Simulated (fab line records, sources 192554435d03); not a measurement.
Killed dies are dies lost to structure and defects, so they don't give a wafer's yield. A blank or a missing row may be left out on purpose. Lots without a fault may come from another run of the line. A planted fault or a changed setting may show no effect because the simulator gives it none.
Split-lot experiment | flow n5_finfet | 7 lots, 21 wafers read, on a route of 1938 steps

THE SPLIT
At N5_MOL_CONTACT_COAG_COAT_75 (time 60 s, resist thk 60 nm), the setting spin_rpm was moved away from the recipe's 1500 rpm on 8 of the 21 wafers read, by -10.7% to +8.7%. The other wafers ran this setting at the recipe's value.

The reading is taken at the split's own step.

THE READING
SOC_of_MOL_CONTACT_COAG_COAT_75.thk_nm (the simulator's own value, which no gauge read), in nm, at N5_MOL_CONTACT_COAG_COAT_75 (time 60 s, resist thk 60 nm). The file gives no usual value for it. The 13 wafers here that ran the recipe average 60.0 nm, standard deviation 0.14 nm.

wafer  | tool, chamber at the split | spin_rpm as run, rpm | against the recipe | SOC_of_MOL_CONTACT_COAG_COAT_75.thk_nm, nm | against lot-mates on the recipe
L075.3 | litho_track-05, 0          | 1500                 | recipe             | 60.2                                       | -
L075.4 | litho_track-05, 0          | 1345                 | -10.3%             | 63.4                                       | +3.2
L075.5 | litho_track-05, 0          | 1345                 | -10.3%             | 63.4                                       | +3.2
L076.2 | litho_track-04, 0          | 1500                 | recipe             | 60                                         | -
L076.3 | litho_track-04, 0          | 1500                 | recipe             | 60                                         | -
L076.6 | litho_track-04, 0          | 1500                 | recipe             | 60                                         | -
L085.2 | litho_track-03, 0          | 1379                 | -8.1%              | 62.4                                       | +2.2
L085.3 | litho_track-03, 0          | 1500                 | recipe             | 60.2                                       | -
L085.5 | litho_track-03, 0          | 1379                 | -8.1%              | 62.8                                       | +2.6
L086.3 | litho_track-04, 0          | 1500                 | recipe             | 60.2                                       | -
L086.4 | litho_track-04, 0          | 1346                 | -10.3%             | 63.4                                       | +3.2
L086.6 | litho_track-04, 0          | 1346                 | -10.3%             | 63.6                                       | +3.4
L087.1 | litho_track-04, 0          | 1340                 | -10.7%             | 63.8                                       | +3.7
L087.2 | litho_track-04, 0          | 1500                 | recipe             | 60.2                                       | -
L087.4 | litho_track-04, 0          | 1500                 | recipe             | 60                                         | -
L090.2 | litho_track-05, 0          | 1630                 | +8.7%              | 57.4                                       | -2.7
L090.4 | litho_track-05, 0          | 1500                 | recipe             | 60                                         | -
L090.5 | litho_track-05, 0          | 1500                 | recipe             | 60.2                                       | -
L096.1 | litho_track-03, 0          | 1500                 | recipe             | 60                                         | -
L096.2 | litho_track-03, 0          | 1500                 | recipe             | 59.8                                       | -
L096.3 | litho_track-03, 0          | 1500                 | recipe             | 59.8                                       | -

THE FIT
A straight line over all 21 wafers: SOC_of_MOL_CONTACT_COAG_COAT_75.thk_nm changes by -0.327 nm for each +1% of spin_rpm; r = -1.00; the points scatter about the line by 0.16 nm.
The same after taking each lot's own level away (the mean of its wafers on the recipe; 21 wafers): -0.317 nm for each +1%; r = -1.00; scatter 0.13 nm.
On that fit, the largest move of spin_rpm shifts the reading by 3.4 nm.
The lots' own levels span 59.87 to 60.20 nm, that is 2.4 times the standard deviation above.
So the lot-to-lot level changes the slope little: the two slopes agree.
Check: with one of the wafers moved furthest among these (-10.7%) left out of the fit, the line predicts +3.32 nm for it against its lot-mates. It came out at +3.7 nm against them.

OTHER SPLITS ON THESE WAFERS
These wafers also went through other splits before the reading. Each is held against what the fit with the lots' levels taken away leaves over:
other split on the same wafers        | wafers away from the commonest value | r with SOC_of_MOL_CONTACT_COAG_COAT_75.thk_nm (lot level and that fit taken away)
N5_HKMG_FIN_DEVELOP_48 develop_time_s | 6                                    | +0.43
N5_GATE_CUT_ETCH_56 icp_w             | 10                                   | +0.24
N5_MOL_CONTACT_COAG_COAT_58 spin_rpm  | 7                                    | +0.38
N5_MOL_CONTACT_COAG_EXPOSE_05 dose_mj | 7                                    | +0.24

THE FILE'S OWN FIT
SOC_of_MOL_CONTACT_COAG_COAT_75.thk_nm changes by -0.32 nm for each +1% of spin_rpm, r = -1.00.
